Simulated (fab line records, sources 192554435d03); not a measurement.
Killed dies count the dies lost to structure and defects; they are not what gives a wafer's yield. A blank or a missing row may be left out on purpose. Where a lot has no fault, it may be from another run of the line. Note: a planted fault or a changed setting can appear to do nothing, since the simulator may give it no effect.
fab line records    flow n5_finfet
[record] lots = 7  wafers = 39
route steps=1938 shown ZERO_LAYER@11 FIN_SAQP@100 SD_EPI_N@269 HKMG_FIN@421 MOL_CONTACT_COAG@581 BEOL_M0_SAQP@636 BEOL_M2@904 BEOL_M3@977 BEOL_M4@1088 BEOL_M7@1323 BEOL_M10@1470 BEOL_M11@1587 BEOL_M14@1763 TV_OPEN@1890 PASSIVATION@1936
start_h: the number of hours between the record's first day and the start of the first shown wafer of the lot    wait_h: hours from the lot's prior step to this one    " repeats the value in the row above    L1.1+2: a row that stands for several wafers    - no value present, or no start provided    * or withheld: withheld    < > ~ a bound
route shown NAME@n: names a module that has steps shown in the file, with the first one's number in the route    usual: mean and standard deviation over wafers with no fault    same: alike in all rows    chamber/n: place in a boat    sites: per-site readings    _std_site: the values' standard deviation    _edge_site: outer sites' mean less inner sites'    radius_mm: how far each site lies from the wafer's centre    mask NAME#n: copy n    behind: tool/chamber where the wafer was last shaped    hold: why the lot was held/for how many hours/how that ended    device: whichever transistor did not switch (one of n, p or np)    end of line: at the end of the route, the tests of the same wafers    where a step has no rows: the recipe by itself    killed: the dies lost at the first sort to structure and to defects; this is not the yield of the wafer    map: a wafer's dies, x killed, . not, _ none there
set.NAME: the setting that was run; set.NAME@STEP: the one run at that earlier step    model.NAME: the simulator's own value behind a step, which no gauge read
lots with deliberately changed settings; one table per step, one row per wafer
[[steps]]
[step N5_ZERO_LAYER_DEVELOP_10]
[recipe] develop_time_s = 60  rinse_liquid = diw  dry = air_spin  dev_temp_c = 21
[step N5_FIN_SAQP_PECVD_06]
[recipe] material = a-Si  target_thk_a = 600  temp_c = 400  precursor = SiH4/He  pressure_torr = 3  rf_w = 100  time_s = 48.1
[step N5_SD_EPI_N_DEVELOP_08]
[recipe] develop_time_s = 30  developer = TMAH  resist = CAR-ArF-block  dev_temp_c = 23  rinse_liquid = diw  dry = air_spin
[step N5_HKMG_FIN_PWFM_ALD_03]
[recipe] material = TiN  target_thk_a = 20  temp_c = 400  ald_precursor_family = TiCl4  ald_co_reactant = NH3  pulse_time_s = 1  purge_time_s = 3  co_reactant_purge_time_s = 2  co_reactant_pulse_time_s = 2  ald_cycles = 91  pressure_torr = 3
[step N5_MOL_CONTACT_COAG_ETCH_91]
[recipe] chemistry = N2/H2  target = SOC  target_depth_a = 600  overetch_a = 210  mask_material = SiARC  temp_c = 40  time_s = 101.2  ion_energy_ev = 200  pressure_mtorr = 30  source_w = 840  bias_w = 150  n2_flow_sccm = 200  h2_flow_sccm = 200
[step N5_BEOL_M0_SAQP_PECVD_96]
[recipe] material = a-Si  target_thk_a = 450  temp_c = 350  precursor = SiH4/He  pressure_torr = 3  rf_w = 100  time_s = 45.2
[step N5_BEOL_M2_SPUTTER_48]
[recipe] material = Cu  target_thk_a = 45  temp_c = -20  chamber_pressure_pa = 0.07  power_w = withheld  time_s = 8.29
[step N5_BEOL_M3_VIA_ETCH_34]
[recipe] chemistry = C4F6/O2  target_depth_a = 694  mask_material = SOC  pressure_mtorr = 15  ion_energy_ev = 250  taper_deg = 4  time_s = 65.9  source_w = 350  bias_w = 170  Ar_flow_sccm = 300  C4F6_flow_sccm = 10  O2_flow_sccm = 10
[step N5_BEOL_M4_SPUTTER_81]
[step N5_BEOL_M7_SPUTTER_48]
[recipe] material = Cu  target_thk_a = 100  temp_c = -20  bias_v = 60  power_w = 26000  chamber_pressure_pa = 0.13  time_s = 1.667
[step N5_BEOL_M10_ILD_DEP_00]
[recipe] material = SiCOH_lowk  target_thk_a = 3085.1  temp_c = 300  precursor = DEMS/porogen  pressure_torr = 5  rf_w = 500  time_s = 58
[step N5_BEOL_M11_CURE_72]
[recipe] temp_c = 370  time_s = 120  ambient = DMADMS/He  material = SiCOH_lowk
[step N5_BEOL_M14_SPUTTER_44]
[recipe] material = Ta  target_thk_a = 150  temp_c = 50  bias_v = 80  power_w = 15000  chamber_pressure_pa = 0.07  time_s = 24.19
[step N5_PASSIVATION_ETCH_15]
[recipe] chemistry = CF4/N2  target = SiCN  target_depth_a = 750  taper_deg = 2  time_s = 81.2  ion_energy_ev = 150  mask_material = SiNx  pressure_mtorr = 40  source_w = 430  bias_w = 70  Ar_flow_sccm = 100  cf4_flow_sccm = 60  n2_flow_sccm = 60
[step N5_PASSIVATION_PROBE_49]
[usual] killed_at_contacts = 13/6.2
lot.wafer  tool       chamber  start_h  wait_h  set.develop_time_s@ZERO_LAYER_DEVELOP_10  set.time_s@FIN_SAQP_PECVD_06  set.develop_time_s@SD_EPI_N_DEVELOP_08  set.co_reactant_pulse_time_s@HKMG_FIN_PWFM_ALD_03  set.target_depth_a@MOL_CONTACT_COAG_ETCH_91  set.time_s@BEOL_M0_SAQP_PECVD_96  set.time_s@BEOL_M2_SPUTTER_48  set.target_depth_a@BEOL_M3_VIA_ETCH_34  set.time_s@BEOL_M4_SPUTTER_81  set.target_thk_a@BEOL_M7_SPUTTER_48  set.time_s@BEOL_M10_ILD_DEP_00  set.time_s@BEOL_M11_CURE_72  set.time_s@BEOL_M14_SPUTTER_44  set.target_depth_a@PASSIVATION_ETCH_15  killed_at_contacts
L077.1     prober-02  -        285.02   0.0     85.13                                     48.1                          30                                      2                                                  270.4                                        45.2                              8.29                           1050                                    12.18                          152.6                                58                              171.5                        29.84                           750                                     1074
L077.2     prober-02  -        285.07   0.1     60                                        48.1                          30                                      2                                                  270.4                                        24.29                             8.29                           694                                     8.29                           152.6                                80.25                           120                          29.84                           623.6                                   1085
L077.3     prober-02  -        285.12   0.1     60                                        48.1                          30                                      2                                                  600                                          24.29                             8.29                           694                                     12.18                          100                                  80.25                           120                          24.19                           623.6                                   6
L077.4     prober-02  -        285.17   0.2     85.13                                     48.1                          30                                      2                                                  270.4                                        45.2                              8.29                           694                                     12.18                          100                                  58                              171.5                        29.84                           623.6                                   1090
L077.5     prober-02  -        285.22   0.2     60                                        48.1                          30                                      2                                                  600                                          45.2                              8.29                           1050                                    8.29                           100                                  80.25                           171.5                        24.19                           750                                     8
L077.6     prober-02  -        285.27   0.3     85.13                                     48.1                          30                                      2                                                  600                                          24.29                             8.29                           1050                                    8.29                           152.6                                58                              120                          24.19                           750                                     26
L078.1     prober-01  -        300.88   0.0     69.09                                     48.1                          30                                      2.896                                              600                                          34.41                             8.29                           694                                     5.102                          100                                  58                              120                          14.89                           1166                                    6
L078.2     prober-01  -        300.93   0.1     69.09                                     57.79                         30                                      2                                                  600                                          34.41                             8.29                           694                                     8.29                           100                                  85.25                           120                          24.19                           1166                                    14
L078.3     prober-01  -        300.98   0.1     60                                        57.79                         30                                      2                                                  279.2                                        45.2                              8.29                           694                                     5.102                          100                                  85.25                           120                          24.19                           750                                     1080
L078.4     prober-01  -        301.03   0.2     60                                        48.1                          42.3                                    2.896                                              279.2                                        45.2                              8.29                           694                                     8.29                           71.88                                85.25                           120                          14.89                           750                                     1082
L078.5     prober-01  -        301.08   0.2     60                                        57.79                         42.3                                    2.896                                              600                                          45.2                              8.29                           694                                     5.102                          71.88                                58                              120                          14.89                           1166                                    9
L078.6     prober-01  -        301.13   0.3     69.09                                     48.1                          42.3                                    2                                                  279.2                                        34.41                             8.29                           694                                     8.29                           71.88                                58                              120                          24.19                           750                                     1070
L080.2     prober-01  -        336.68   0.3     60                                        48.1                          30                                      2                                                  600                                          45.2                              8.29                           694                                     8.29                           100                                  58                              120                          24.19                           750                                     11
L080.3     prober-01  -        336.73   0.4     60                                        48.1                          30                                      2                                                  600                                          45.2                              8.29                           694                                     8.29                           100                                  58                              120                          24.19                           750                                     8
L080.4     prober-01  -        336.78   0.4     60                                        48.1                          30                                      2                                                  600                                          45.2                              8.29                           694                                     8.29                           100                                  58                              120                          24.19                           750                                     10
L082.1     prober-02  -        357.87   0.0     60                                        48.1                          18.19                                   2.997                                              600                                          45.2                              8.29                           951.6                                   8.29                           100                                  58                              154.7                        24.19                           750                                     19
L082.2     prober-02  -        357.92   0.1     60                                        48.1                          30                                      2                                                  600                                          26.83                             8.29                           951.6                                   4.228                          100                                  58                              120                          24.19                           750                                     7
L082.3     prober-02  -        357.97   0.1     31.13                                     48.1                          30                                      2                                                  600                                          45.2                              8.29                           694                                     8.29                           100                                  58                              120                          24.19                           750                                     22
L082.4     prober-02  -        358.02   0.2     60                                        48.1                          18.19                                   2                                                  600                                          26.83                             8.29                           694                                     4.228                          100                                  58                              154.7                        24.19                           750                                     14
L082.5     prober-02  -        358.07   0.2     31.13                                     48.1                          30                                      2.997                                              600                                          45.2                              8.29                           951.6                                   4.228                          100                                  58                              154.7                        24.19                           750                                     15
L082.6     prober-02  -        358.12   0.3     31.13                                     48.1                          18.19                                   2.997                                              600                                          26.83                             8.29                           694                                     8.29                           100                                  58                              120                          24.19                           750                                     17
L089.1     prober-02  -        388.63   0.0     60                                        48.1                          30                                      2                                                  752.8                                        45.2                              8.29                           694                                     6.641                          64.92                                58                              80.97                        20.5                            750                                     21
L089.2     prober-02  -        388.68   0.1     60                                        48.1                          30                                      2                                                  600                                          45.2                              13.18                          1037                                    6.641                          100                                  58                              80.97                        20.5                            750                                     34
L089.3     prober-02  -        388.73   0.1     60                                        48.1                          30                                      2                                                  752.8                                        19.38                             13.18                          694                                     6.641                          100                                  58                              120                          24.19                           993.4                                   14
L089.4     prober-02  -        388.78   0.2     60                                        48.1                          30                                      2                                                  752.8                                        45.2                              8.29                           1037                                    8.29                           64.92                                58                              120                          20.5                            993.4                                   20
L089.5     prober-02  -        388.83   0.2     60                                        48.1                          30                                      2                                                  600                                          19.38                             13.18                          1037                                    8.29                           64.92                                58                              120                          24.19                           750                                     18
L089.6     prober-02  -        388.88   0.3     60                                        48.1                          30                                      2                                                  600                                          19.38                             8.29                           694                                     8.29                           100                                  58                              80.97                        24.19                           993.4                                   16
L093.1     prober-02  -        422.86   0.0     80.21                                     67.79                         30                                      2.48                                               600                                          45.2                              8.29                           903.4                                   11.99                          100                                  58                              120                          36.18                           750                                     18
L093.2     prober-02  -        422.91   0.1     80.21                                     48.1                          37.09                                   2                                                  600                                          60.4                              8.29                           903.4                                   8.29                           100                                  34.15                           120                          24.19                           750                                     6
L093.3     prober-02  -        422.96   0.1     60                                        67.79                         30                                      2                                                  600                                          60.4                              12.99                          694                                     8.29                           100                                  58                              120                          24.19                           1096                                    26
L093.4     prober-02  -        423.01   0.2     60                                        48.1                          30                                      2                                                  600                                          45.2                              8.29                           694                                     11.99                          142.8                                58                              120                          24.19                           750                                     16
L093.5     prober-02  -        423.06   0.2     60                                        48.1                          37.09                                   2.48                                               600                                          45.2                              12.99                          903.4                                   8.29                           142.8                                34.15                           120                          36.18                           1096                                    18
L093.6     prober-02  -        423.11   0.3     80.21                                     67.79                         37.09                                   2.48                                               600                                          60.4                              12.99                          694                                     11.99                          142.8                                34.15                           120                          36.18                           1096                                    14
L097.1     prober-02  -        434.71   0.1     60                                        48.1                          30                                      2                                                  383.2                                        45.2                              8.29                           541.9                                   8.29                           80.41                                34.55                           120                          24.19                           1097                                    384
L097.2     prober-02  -        434.76   0.2     60                                        48.1                          30                                      2.316                                              383.2                                        45.2                              8.29                           694                                     8.29                           80.41                                58                              120                          20.36                           750                                     225
L097.3     prober-02  -        434.81   0.2     60                                        48.1                          30                                      2                                                  600                                          45.2                              4.986                          541.9                                   8.29                           80.41                                34.55                           120                          20.36                           750                                     16
L097.4     prober-02  -        434.86   0.3     60                                        48.1                          30                                      2                                                  383.2                                        45.2                              4.986                          694                                     8.29                           100                                  34.55                           120                          20.36                           1097                                    746
L097.5     prober-02  -        434.91   0.3     60                                        48.1                          30                                      2.316                                              600                                          45.2                              4.986                          541.9                                   8.29                           100                                  58                              120                          24.19                           1097                                    9
L097.6     prober-02  -        434.96   0.4     60                                        48.1                          30                                      2.316                                              600                                          45.2                              8.29                           694                                     8.29                           100                                  58                              120                          24.19                           750                                     30
// killed by level:class
L077.1 MOL_CONTACT_COAG:area_etch=1067 BEOL_M3:geometric_particle:open=18 FIN_SAQP:geometric_particle:open=12 BEOL_M2:geometric_particle:open=8 BEOL_M4:geometric_particle:open=8 STI_FIN_REVEAL:geometric_particle:open=7 MOL_CONTACT_COAG:geometric_particle:open=6 BEOL_M1:geometric_particle:open=6
L077.2 MOL_CONTACT_COAG:area_etch=1075 BEOL_M3:geometric_particle:open=14 BEOL_M4:geometric_particle:open=14 FIN_SAQP:geometric_particle:short=9 BEOL_M0_SAQP:geometric_particle:open=9 FIN_SAQP:geometric_particle:open=7 BEOL_M1:geometric_particle:open=7 MOL_CONTACT_COAG:geometric_particle:open=7
L077.3 BEOL_M10:area_etch=1071 BEOL_M4:geometric_particle:open=17 STI_FIN_REVEAL:geometric_particle:open=9 BEOL_M3:geometric_particle:open=9 DUMMY_GATE:geometric_particle:open=8 BEOL_M0_SAQP:geometric_particle:open=7 BEOL_M2:geometric_particle:open=6 BEOL_M1:geometric_particle:open=5
L077.4 MOL_CONTACT_COAG:area_etch=1077 STI_FIN_REVEAL:geometric_particle:open=11 MOL_CONTACT_COAG:geometric_particle:open=11 BEOL_M2:geometric_particle:open=10 BEOL_M3:geometric_particle:open=10 FIN_SAQP:geometric_particle:open=9 BEOL_M4:geometric_particle:open=8 FIN_SAQP:geometric_particle:short=5
L077.5 BEOL_M10:area_etch=1102 STI_FIN_REVEAL:geometric_particle:open=8 MOL_CONTACT_COAG:geometric_particle:open=8 BEOL_M4:geometric_particle:open=8 BEOL_M2:geometric_particle:open=5 BEOL_M3:geometric_particle:open=5 BEOL_M0_SAQP:geometric_particle:open=4 FIN_SAQP:geometric_particle:short=3
L077.6 MOL_CONTACT_COAG:geometric_particle:open=21 BEOL_M4:geometric_particle:open=13 FIN_SAQP:geometric_particle:open=12 STI_FIN_REVEAL:geometric_particle:open=11 FIN_SAQP:geometric_particle:short=9 BEOL_M3:geometric_particle:open=9 BEOL_M0_SAQP:geometric_particle:short=7 BEOL_M4:geometric_particle:short=6
L078.1 BEOL_M0_SAQP:geometric_particle:open=14 FIN_SAQP:geometric_particle:open=12 STI_FIN_REVEAL:geometric_particle:open=8 BEOL_M0_SAQP:geometric_particle:short=7 BEOL_M4:geometric_particle:open=7 DUMMY_GATE:geometric_particle:open=4 GATE_CUT:geometric_particle:open=4 MOL_CONTACT_COAG:geometric_particle:open=4
L078.2 BEOL_M10:area_etch=1085 DUMMY_GATE:geometric_particle:open=9 MOL_CONTACT_COAG:geometric_particle:open=9 BEOL_M0_SAQP:geometric_particle:short=9 BEOL_M0_SAQP:geometric_particle:open=8 FIN_SAQP:geometric_particle:open=5 FIN_SAQP:geometric_particle:short=5 STI_FIN_REVEAL:geometric_particle:open=5
L078.3 MOL_CONTACT_COAG:area_etch=1074 STI_FIN_REVEAL:geometric_particle:open=20 FIN_SAQP:geometric_particle:short=10 FIN_SAQP:geometric_particle:open=10 BEOL_M4:geometric_particle:open=9 BEOL_M0_SAQP:geometric_particle:short=6 BEOL_M0_SAQP:geometric_particle:open=5 BEOL_M5:geometric_particle:open=5
L078.4 MOL_CONTACT_COAG:area_etch=1076 BEOL_M7:interface_void_opened=15 BEOL_M2:geometric_particle:open=12 FIN_SAQP:geometric_particle:short=10 FIN_SAQP:geometric_particle:open=9 BEOL_M0_SAQP:geometric_particle:short=7 BEOL_M0_SAQP:geometric_particle:open=7 STI_FIN_REVEAL:geometric_particle:open=6
L078.5 BEOL_M7:interface_void_opened=14 FIN_SAQP:geometric_particle:open=11 FIN_SAQP:geometric_particle:short=9 BEOL_M4:geometric_particle:open=9 MOL_CONTACT_COAG:geometric_particle:open=7 BEOL_M2:geometric_particle:open=7 DUMMY_GATE:geometric_particle:open=6 BEOL_M1:geometric_particle:open=5
L078.6 MOL_CONTACT_COAG:area_etch=1055 BEOL_M7:interface_void_opened=15 STI_FIN_REVEAL:geometric_particle:open=13 MOL_CONTACT_COAG:geometric_particle:open=12 BEOL_M0_SAQP:geometric_particle:open=9 BEOL_M0_SAQP:geometric_particle:short=8 STI_FIN_REVEAL:geometric_particle:short=7 BEOL_M2:geometric_particle:open=5
L080.2 MOL_CONTACT_COAG:geometric_particle:open=10 BEOL_M0_SAQP:geometric_particle:open=7 DUMMY_GATE:geometric_particle:open=6 BEOL_M2:geometric_particle:open=6 BEOL_M3:geometric_particle:open=6 BEOL_M0_SAQP:geometric_particle:short=5 GATE_CUT:geometric_particle:short=4 FIN_SAQP:geometric_particle:open=3
L080.3 FIN_SAQP:geometric_particle:open=17 STI_FIN_REVEAL:geometric_particle:open=8 BEOL_M0_SAQP:geometric_particle:short=8 FIN_SAQP:geometric_particle:short=7 BEOL_M0_SAQP:geometric_particle:open=7 DUMMY_GATE:geometric_particle:open=6 MOL_CONTACT_COAG:geometric_particle:open=5 BEOL_M1:geometric_particle:short=5
L080.4 FIN_SAQP:geometric_particle:open=14 BEOL_M3:geometric_particle:open=10 STI_FIN_REVEAL:geometric_particle:open=9 MOL_CONTACT_COAG:geometric_particle:open=9 BEOL_M0_SAQP:geometric_particle:short=8 BEOL_M2:geometric_particle:open=7 BEOL_M4:geometric_particle:open=6 FIN_SAQP:geometric_particle:short=4
L082.1 STI_FIN_REVEAL:geometric_particle:open=15 MOL_CONTACT_COAG:geometric_particle:open=14 BEOL_M0_SAQP:geometric_particle:open=12 BEOL_M3:geometric_particle:open=9 BEOL_M0_SAQP:geometric_particle:short=8 BEOL_M1:geometric_particle:open=8 FIN_SAQP:geometric_particle:short=7 DUMMY_GATE:geometric_particle:open=6
L082.2 STI_FIN_REVEAL:geometric_particle:open=29 BEOL_M1:geometric_particle:open=17 BEOL_M0_SAQP:geometric_particle:short=12 BEOL_M2:geometric_particle:open=12 BEOL_M0_SAQP:geometric_particle:open=11 STI_FIN_REVEAL:geometric_particle:short=5 MOL_CONTACT_COAG:geometric_particle:open=5 BEOL_M3:geometric_particle:open=4
L082.3 MOL_CONTACT_COAG:geometric_particle:open=19 BEOL_M1:geometric_particle:open=14 BEOL_M0_SAQP:geometric_particle:short=13 BEOL_M0_SAQP:geometric_particle:open=13 STI_FIN_REVEAL:geometric_particle:open=9 BEOL_M4:geometric_particle:open=8 FIN_SAQP:geometric_particle:short=5 BEOL_M1:geometric_particle:short=5
L082.4 STI_FIN_REVEAL:geometric_particle:open=20 MOL_CONTACT_COAG:geometric_particle:open=12 BEOL_M0_SAQP:geometric_particle:open=10 BEOL_M0_SAQP:geometric_particle:short=9 BEOL_M1:geometric_particle:open=7 FIN_SAQP:geometric_particle:open=6 FIN_SAQP:geometric_particle:short=5 DUMMY_GATE:geometric_particle:open=5
L082.5 STI_FIN_REVEAL:geometric_particle:open=24 BEOL_M1:geometric_particle:open=17 MOL_CONTACT_COAG:geometric_particle:open=12 DUMMY_GATE:geometric_particle:open=7 BEOL_M0_SAQP:geometric_particle:open=6 BEOL_M4:geometric_particle:open=6 BEOL_M0_SAQP:geometric_particle:short=5 BEOL_M4:geometric_particle:short=5
L082.6 STI_FIN_REVEAL:geometric_particle:open=20 BEOL_M0_SAQP:geometric_particle:short=16 MOL_CONTACT_COAG:geometric_particle:open=13 BEOL_M4:geometric_particle:open=12 BEOL_M0_SAQP:geometric_particle:open=10 BEOL_M1:geometric_particle:open=7 BEOL_M3:geometric_particle:open=7 BEOL_M2:geometric_particle:open=6
L089.1 BEOL_M7:interface_void_opened=24 MOL_CONTACT_COAG:geometric_particle:open=15 FIN_SAQP:geometric_particle:open=8 GATE_CUT:geometric_particle:open=7 BEOL_M2:geometric_particle:open=7 GATE_CUT:geometric_particle:short=6 MOL_CONTACT_COAG:geometric_particle:short=6 BEOL_M0_SAQP:geometric_particle:open=5
L089.2 MOL_CONTACT_COAG:geometric_particle:open=30 BEOL_M0_SAQP:geometric_particle:short=15 BEOL_M0_SAQP:geometric_particle:open=8 BEOL_M2:geometric_particle:open=8 BEOL_M4:geometric_particle:short=5 STI_FIN_REVEAL:geometric_particle:open=4 GATE_CUT:geometric_particle:short=4 MOL_CONTACT_COAG:geometric_particle:short=4
L089.3 BEOL_M0_SAQP:geometric_particle:short=12 GATE_CUT:geometric_particle:short=10 MOL_CONTACT_COAG:geometric_particle:open=10 BEOL_M2:geometric_particle:open=10 GATE_CUT:geometric_particle:open=9 BEOL_M1:geometric_particle:open=9 FIN_SAQP:geometric_particle:open=8 FIN_SAQP:geometric_particle:short=6
L089.4 BEOL_M7:interface_void_opened=32 MOL_CONTACT_COAG:geometric_particle:open=18 STI_FIN_REVEAL:geometric_particle:open=14 FIN_SAQP:geometric_particle:short=11 BEOL_M2:geometric_particle:open=9 FIN_SAQP:geometric_particle:open=7 BEOL_M0_SAQP:geometric_particle:short=6 GATE_CUT:geometric_particle:short=5
L089.5 BEOL_M7:interface_void_opened=33 MOL_CONTACT_COAG:geometric_particle:open=15 BEOL_M2:geometric_particle:open=10 FIN_SAQP:geometric_particle:short=9 FIN_SAQP:geometric_particle:open=7 GATE_CUT:geometric_particle:short=7 BEOL_M4:geometric_particle:short=5 BEOL_M0_SAQP:geometric_particle:short=4
L089.6 MOL_CONTACT_COAG:geometric_particle:open=13 DUMMY_GATE:geometric_particle:open=10 BEOL_M4:geometric_particle:open=10 BEOL_M0_SAQP:geometric_particle:short=10 BEOL_M2:geometric_particle:open=9 FIN_SAQP:geometric_particle:short=8 FIN_SAQP:geometric_particle:open=7 BEOL_M0_SAQP:geometric_particle:open=7
L093.1 MOL_CONTACT_COAG:geometric_particle:open=14 FIN_SAQP:geometric_particle:open=10 BEOL_M0_SAQP:geometric_particle:open=10 BEOL_M3:geometric_particle:open=10 BEOL_M2:geometric_particle:open=9 BEOL_M0_SAQP:geometric_particle:short=6 STI_FIN_REVEAL:geometric_particle:open=5 FIN_SAQP:geometric_particle:short=4
L093.2 BEOL_M10:area_dep=271 BEOL_M0_SAQP:geometric_particle:short=11 BEOL_M0_SAQP:geometric_particle:open=10 BEOL_M3:geometric_particle:open=10 STI_FIN_REVEAL:geometric_particle:open=9 FIN_SAQP:geometric_particle:open=8 BEOL_M2:geometric_particle:open=8 FIN_SAQP:geometric_particle:short=7
L093.3 MOL_CONTACT_COAG:geometric_particle:open=20 BEOL_M0_SAQP:geometric_particle:short=17 BEOL_M0_SAQP:geometric_particle:open=15 BEOL_M3:geometric_particle:open=9 FIN_SAQP:geometric_particle:short=8 FIN_SAQP:geometric_particle:open=7 FIN_SAQP:area_etch=7 MOL_CONTACT_COAG:geometric_particle:short=5
L093.4 BEOL_M0_SAQP:geometric_particle:open=35 BEOL_M0_SAQP:geometric_particle:short=25 MOL_CONTACT_COAG:geometric_particle:open=14 BEOL_M2:geometric_particle:open=6 FIN_SAQP:geometric_particle:open=5 BEOL_M3:geometric_particle:open=5 FIN_SAQP:geometric_particle:short=4 BEOL_M4:geometric_particle:open=4
L093.5 BEOL_M10:area_dep=26 MOL_CONTACT_COAG:geometric_particle:open=15 FIN_SAQP:geometric_particle:open=12 STI_FIN_REVEAL:geometric_particle:open=12 BEOL_M0_SAQP:geometric_particle:open=9 BEOL_M0_SAQP:geometric_particle:short=9 FIN_SAQP:geometric_particle:short=6 DUMMY_GATE:geometric_particle:open=6
L093.6 BEOL_M10:area_dep=261 FIN_SAQP:geometric_particle:open=12 FIN_SAQP:area_etch=11 FIN_SAQP:geometric_particle:short=9 BEOL_M2:geometric_particle:open=9 STARTING-WAFER:geometric_particle:short=9 MOL_CONTACT_COAG:geometric_particle:open=8 BEOL_M0_SAQP:geometric_particle:open=8
L097.1 MOL_CONTACT_COAG:area_etch=361 BEOL_M10:area_dep=179 MOL_CONTACT_COAG:geometric_particle:open=19 BEOL_M1:geometric_particle:open=12 FIN_SAQP:geometric_particle:open=6 GATE_CUT:geometric_particle:short=6 STI_FIN_REVEAL:geometric_particle:open=5 ILD0:geometric_particle:open=5
L097.2 MOL_CONTACT_COAG:area_etch=209 STI_FIN_REVEAL:geometric_particle:open=16 MOL_CONTACT_COAG:geometric_particle:open=15 FIN_SAQP:geometric_particle:open=8 BEOL_M1:geometric_particle:open=7 DUMMY_GATE:geometric_particle:open=6 GATE_CUT:geometric_particle:short=6 STARTING-WAFER:geometric_particle:open=6
L097.3 BEOL_M10:area_dep=844 STI_FIN_REVEAL:geometric_particle:open=20 MOL_CONTACT_COAG:geometric_particle:open=14 BEOL_M0_SAQP:geometric_particle:short=10 BEOL_M0_SAQP:geometric_particle:open=5 BEOL_M1:geometric_particle:open=5 BEOL_M3:geometric_particle:open=5 GATE_CUT:geometric_particle:short=4
L097.4 MOL_CONTACT_COAG:area_etch=721 MOL_CONTACT_COAG:geometric_particle:open=19 BEOL_M10:area_dep=17 BEOL_M1:geometric_particle:open=10 GATE_CUT:geometric_particle:open=6 MOL_CONTACT_COAG:geometric_particle:short=6 BEOL_M0_SAQP:geometric_particle:open=5 BEOL_M2:geometric_particle:open=5
L097.5 BEOL_M5:geometric_particle:open=11 STI_FIN_REVEAL:geometric_particle:open=9 FIN_SAQP:geometric_particle:open=6 MOL_CONTACT_COAG:geometric_particle:open=6 BEOL_M4:geometric_particle:open=5 BEOL_M2:geometric_particle:open=4 ILD0:geometric_particle:open=4 GATE_CUT:geometric_particle:open=4
L097.6 MOL_CONTACT_COAG:geometric_particle:open=22 STI_FIN_REVEAL:geometric_particle:open=19 FIN_SAQP:geometric_particle:open=9 MOL_CONTACT_COAG:geometric_particle:short=8 BEOL_M1:geometric_particle:open=8 BEOL_M5:geometric_particle:open=7 BEOL_M4:geometric_particle:open=6 STI_FIN_REVEAL:geometric_particle:short=5
[[key]]
[split] step = N5_ZERO_LAYER_DEVELOP_10  setting = develop_time_s  stated_as = 60
response none clear
[split] step = N5_FIN_SAQP_PECVD_06  setting = time_s  stated_as = 48.1
response none clear
[split] step = N5_SD_EPI_N_DEVELOP_08  setting = develop_time_s  stated_as = 30
response none clear
[split] step = N5_HKMG_FIN_PWFM_ALD_03  setting = co_reactant_pulse_time_s  stated_as = 2
response none clear
[split] step = N5_MOL_CONTACT_COAG_ETCH_91  setting = target_depth_a  stated_as = 600
[response] step = N5_PASSIVATION_PROBE_49  reading = killed_at_contacts  slope = -15.8  per = 1%  together_with = all  explained = 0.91
[split] step = N5_BEOL_M0_SAQP_PECVD_96  setting = time_s  stated_as = 45.2
response none clear
[split] step = N5_BEOL_M2_SPUTTER_48  setting = time_s  stated_as = 8.29
response none clear
[split] step = N5_BEOL_M3_VIA_ETCH_34  setting = target_depth_a  stated_as = 694
response none clear
[split] step = N5_BEOL_M4_SPUTTER_81  setting = time_s  stated_as = 8.29
response none clear
[split] step = N5_BEOL_M7_SPUTTER_48  setting = target_thk_a  stated_as = 100
response none clear
[split] step = N5_BEOL_M10_ILD_DEP_00  setting = time_s  stated_as = 58
response none clear
[split] step = N5_BEOL_M11_CURE_72  setting = time_s  stated_as = 120
response none clear
[split] step = N5_BEOL_M14_SPUTTER_44  setting = time_s  stated_as = 24.19
response none clear
[split] step = N5_PASSIVATION_ETCH_15  setting = target_depth_a  stated_as = 750
response none clear
